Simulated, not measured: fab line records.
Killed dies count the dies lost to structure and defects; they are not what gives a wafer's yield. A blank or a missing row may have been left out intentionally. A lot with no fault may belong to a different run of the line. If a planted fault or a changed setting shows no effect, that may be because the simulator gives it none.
Matching of chambers | flow n5Finfet | 4 sister chambers for N5_BEOL_M4_ALD_84 on aldMetal-01
The step deposits TaN, pulse time 2 s, purge time 3 s, co reactant purge time 2 s. 8 wafers are shown with their chamber, then 11 later ones without.

== WAFERS WITH THEIR CHAMBER ==
wafer  | chamber | heaterPowerW (W)
L083.4 | 0       | 435
L083.5 | 1       | 357
L084.2 | 1       | 360
L084.4 | 2       | 429
L088.2 | 2       | 429
L088.5 | 0       | 427
L088.6 | 3       | 378
L090.1 | 3       | 379

== WAFERS MISSING THEIR CHAMBER ==
wafer  | heaterPowerW (W)
L090.2 | 421
L090.6 | 434
L092.1 | 425
L092.2 | 367
L092.6 | 378
L094.1 | 384
L094.5 | 439
L094.6 | 375
L096.2 | 381
L096.3 | 419
L096.5 | 364

== WHICH CHAMBER EACH ONE RAN IN ==
wafer  | from the rows above     | in truth
L090.2 | can't be placed: 2 or 0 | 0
L090.6 | can't be placed: 0 or 2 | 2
L092.1 | can't be placed: 2 or 0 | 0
L092.2 | can't be placed: 1 or 3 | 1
L092.6 | 3                       | 3
L094.1 | 3                       | 3
L094.5 | can't be placed: 0 or 2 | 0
L094.6 | 3                       | 3
L096.2 | 3                       | 3
L096.3 | can't be placed: 2 or 0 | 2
L096.5 | 1                       | 1
Placed correctly: 5 of 11. From these rows, 6 cannot be placed; in 6 the true chamber is one of the candidates. 0 placed wrongly.
How it was worked out, from the rows above alone: a wafer's distance from a chamber is the root of the sum, over the readings, of the square of ((its reading less the chamber's mean) divided by the reading's scatter). If the next closest chamber is less than 2 further off than the closest, the wafer can't be placed; otherwise it belongs to the closest. A chamber's mean is the mean of its shown wafers. The scatter is the square root of a quotient: the sum, over the shown wafers, of each reading's squared deviation from its chamber's mean, divided by wafers minus chambers.
